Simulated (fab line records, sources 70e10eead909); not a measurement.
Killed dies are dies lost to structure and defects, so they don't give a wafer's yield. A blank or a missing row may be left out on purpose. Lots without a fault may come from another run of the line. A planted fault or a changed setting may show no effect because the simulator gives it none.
Tool commonality check | flow nand_harc | 11 lots, 33 wafers sampled

WHY IT WAS OPENED
At NHARC_A_CHANNEL_HOLE_D1_INSPECT_40 the reading raw_defect_count is flagged on 2 of 11 lots. Wafers without a fault read 65, standard deviation 21.
Rule: a lot is flagged when every wafer of it that has a number lies more than 4 standard deviations from that mean, or none has a number. The other lots count as sound.

lot  | measured     | on                | raw_defect_count, wafer by wafer | flag
L974 | day 8 11:48  | defect_inspect-02 | 44 44 48                         |
L973 | day 8 12:01  | defect_inspect-01 | 33 45 48                         |
L975 | day 9 12:08  | defect_inspect-02 | 65 67 73                         |
L977 | day 9 17:15  | defect_inspect-01 | 58 60 42                         |
L980 | day 10 07:03 | defect_inspect-02 | 60 70 61                         |
L981 | day 10 18:16 | defect_inspect-01 | 112 72 93                        |
L983 | day 11 03:26 | defect_inspect-02 | 750 772 699                      | FLAGGED
L987 | day 12 09:19 | defect_inspect-02 | 681 712 696                      | FLAGGED
L985 | day 12 13:46 | defect_inspect-02 | 49 50 35                         |
L992 | day 13 07:51 | defect_inspect-02 | 82 73 62                         |
L996 | day 14 11:34 | defect_inspect-01 | 63 67 64                         |
The numbers of the flagged lots are 718 on average: +653 against the usual, or +31 standard deviations.

WHICH TOOL RAN EACH LOT
The record holds 3 process steps before the reading, out of a route of 1159 steps. In each cell: the tool, then ch and the chambers that the sampled wafers went through, then the start.
lot  | flag    | NHARC_A_CHANNEL_HOLE_D1_ETCH_34               | NHARC_A_CHANNEL_HOLE_D1_ETCH_21  | NHARC_A_CHANNEL_HOLE_D1_STRIP_27
L974 |         | rie_diel-08 ch 0,1,3, day 8 06:31 or earlier  | har_etch-01 ch 0,1, day 8 06:31  | rie_diel-09 ch 1,2,3, day 8 11:48 or earlier
L973 |         | rie_diel-09 ch 0,1,2, day 8 06:42 or earlier  | har_etch-02 ch 0,1, day 8 06:42  | rie_diel-08 ch 0,1,3, day 8 12:01 or earlier
L975 |         | rie_diel-08 ch 0,2, day 9 06:52 or earlier    | har_etch-01 ch 0,1, day 9 06:52  | rie_diel-09 ch 0,2, day 9 12:08 or earlier
L977 |         | rie_diel-08 ch 1,2,3, day 9 12:08 or earlier  | har_etch-02 ch 0,1, day 9 12:08  | rie_diel-08 ch 0,1,2, day 9 17:15 or earlier
L980 |         | rie_diel-08 ch 0,2,3, day 10 01:53 or earlier | har_etch-01 ch 0,1, day 10 01:53 | rie_diel-10 ch 0,1,2, day 10 07:03 or earlier
L981 |         | rie_diel-10 ch 1,2,3, day 10 13:00 or earlier | har_etch-01 ch 0,1, day 10 13:00 | rie_diel-08 ch 1,2, day 10 18:16 or earlier
L983 | FLAGGED | rie_diel-08 ch 0,1,2, day 10 22:08 or earlier | har_etch-01 ch 0,1, day 10 22:08 | rie_diel-10 ch 0,3, day 11 03:26 or earlier
L987 | FLAGGED | rie_diel-08 ch 0,1,2, day 12 03:59 or earlier | har_etch-01 ch 0,1, day 12 03:59 | rie_diel-10 ch 0,2,3, day 12 09:19 or earlier
L985 |         | rie_diel-10 ch 0,1,3, day 12 08:33 or earlier | har_etch-02 ch 1, day 12 08:33   | rie_diel-10 ch 0,3, day 12 13:46 or earlier
L992 |         | rie_diel-09 ch 0,2,3, day 13 02:39 or earlier | har_etch-02 ch 0,1, day 13 02:39 | rie_diel-08 ch 1,2,3, day 13 07:51 or earlier
L996 |         | rie_diel-08 ch 0,2,3, day 14 06:23 or earlier | har_etch-02 ch 0,1, day 14 06:23 | rie_diel-10 ch 0,1,2, day 14 11:34 or earlier
What these steps do:
- NHARC_A_CHANNEL_HOLE_D1_ETCH_34: etches the open film in CF4/CHF3, target depth 154 nm, time 77 s.
- NHARC_A_CHANNEL_HOLE_D1_ETCH_21: etches the open film in C4F8/O2/Ar, time 514.3 s, target depth 1600 nm.
- NHARC_A_CHANNEL_HOLE_D1_STRIP_27: strips in O2.
- NHARC_A_CHANNEL_HOLE_D1_INSPECT_40

FLAGGED OVER TOTAL, TOOL BY TOOL (the gauges that took the reading come last)
step                               | tool              | lots run | flagged | share of the flagged lots | sound lots run after its first flagged lot
NHARC_A_CHANNEL_HOLE_D1_ETCH_34    | rie_diel-08       | 7        | 2       | all                       | 1 (L996)
NHARC_A_CHANNEL_HOLE_D1_ETCH_34    | rie_diel-09       | 2        | 0       | none                      | -
NHARC_A_CHANNEL_HOLE_D1_ETCH_34    | rie_diel-10       | 2        | 0       | none                      | -
NHARC_A_CHANNEL_HOLE_D1_ETCH_21    | har_etch-01       | 6        | 2       | all                       | 0
NHARC_A_CHANNEL_HOLE_D1_ETCH_21    | har_etch-02       | 5        | 0       | none                      | -
NHARC_A_CHANNEL_HOLE_D1_STRIP_27   | rie_diel-08       | 4        | 0       | none                      | -
NHARC_A_CHANNEL_HOLE_D1_STRIP_27   | rie_diel-09       | 2        | 0       | none                      | -
NHARC_A_CHANNEL_HOLE_D1_STRIP_27   | rie_diel-10       | 5        | 2       | all                       | 2 (L985,L996)
NHARC_A_CHANNEL_HOLE_D1_INSPECT_40 | defect_inspect-01 | 4        | 0       | none                      | -
NHARC_A_CHANNEL_HOLE_D1_INSPECT_40 | defect_inspect-02 | 7        | 2       | all                       | 2 (L985,L992)
NHARC_A_CHANNEL_HOLE_D1_ETCH_34 gives no start for some lots, so the hours and the order of its lots are those of NHARC_A_CHANNEL_HOLE_D1_ETCH_21. NHARC_A_CHANNEL_HOLE_D1_STRIP_27 gives no start for some lots, so the hours and the order of its lots are those of NHARC_A_CHANNEL_HOLE_D1_INSPECT_40.

WHAT THE TABLE ALLOWS
4 rows of the table ran every flagged lot: rie_diel-08 at NHARC_A_CHANNEL_HOLE_D1_ETCH_34, har_etch-01 at NHARC_A_CHANNEL_HOLE_D1_ETCH_21, rie_diel-10 at NHARC_A_CHANNEL_HOLE_D1_STRIP_27, defect_inspect-02 at NHARC_A_CHANNEL_HOLE_D1_INSPECT_40.
- rie_diel-08 at NHARC_A_CHANNEL_HOLE_D1_ETCH_34: 2 of its 7 lots flagged. Sound lots ran on it after the first flagged one (L996), which a lasting fault on the whole tool wouldn't allow.
- har_etch-01 at NHARC_A_CHANNEL_HOLE_D1_ETCH_21: 2 of its 6 lots flagged. Its last sound lot is L981 (day 10 13:00), its first flagged lot L983 (day 10 22:08): a fault that began between those two fits.
- rie_diel-10 at NHARC_A_CHANNEL_HOLE_D1_STRIP_27: 2 of its 5 lots flagged. Sound lots ran on it after the first flagged one (L985, L996), which a lasting fault on the whole tool wouldn't allow.
- defect_inspect-02 at NHARC_A_CHANNEL_HOLE_D1_INSPECT_40: 2 of its 7 lots flagged. Sound lots ran on it after the first flagged one (L985, L992), which a lasting fault on the whole tool wouldn't allow.
One tool is left: har_etch-01 at NHARC_A_CHANNEL_HOLE_D1_ETCH_21.

WHAT THE SIMULATOR HAD PUT IN
Chamber particle source: har_etch-01, from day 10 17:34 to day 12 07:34, at NHARC_A_CHANNEL_HOLE_D1_ETCH_21. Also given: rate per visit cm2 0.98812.
Lots struck among those shown: L983, L987. The rule above found the same.
